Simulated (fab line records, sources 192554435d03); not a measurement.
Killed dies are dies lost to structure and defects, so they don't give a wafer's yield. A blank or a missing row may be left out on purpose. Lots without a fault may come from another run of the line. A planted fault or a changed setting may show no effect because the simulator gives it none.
Chamber matching | flow n5_finfet | N5_BEOL_M4_PRE_CLEAN_60 on cvd_co-02: 3 sister chambers
The step time 15 s. 6 wafers are shown with their chamber, then 10 later ones without.

WAFERS WITH THEIR CHAMBER
wafer  | chamber | heater_power_w (W)
L075.4 | 0       | 94
L084.1 | 2       | 59
L084.2 | 1       | 110
L084.6 | 2       | 56
L086.1 | 1       | 109
L086.3 | 0       | 93

WAFERS WITHOUT THEIR CHAMBER
wafer  | heater_power_w (W)
L086.6 | 97
L091.3 | 112
L091.5 | 95
L091.6 | 57
L094.1 | 97
L094.2 | 60
L094.5 | 97
L097.2 | 99
L097.4 | 110
L097.5 | 58

WHICH CHAMBER EACH WENT THROUGH
wafer  | from the rows above | in truth
L086.6 | 0                   | 0
L091.3 | 1                   | 1
L091.5 | 0                   | 0
L091.6 | 2                   | 2
L094.1 | 0                   | 0
L094.2 | 2                   | 2
L094.5 | 0                   | 0
L097.2 | 0                   | 0
L097.4 | 1                   | 1
L097.5 | 2                   | 2
Placed correctly: 10 of 10. Can't be placed from these rows: 0. Placed wrongly: 0.
How it was worked out, from the rows above alone: a wafer's distance from a chamber is the root of the sum, over the readings, of the square of ((its reading less the chamber's mean) divided by the reading's scatter). The wafer belongs to the nearest chamber; if the next one is less than 2 further off, it can't be placed. A chamber's mean is the mean of its shown wafers. The scatter: the root of (the sum of the squares of (reading less its chamber's mean) over the shown wafers, divided by (wafers less chambers)).
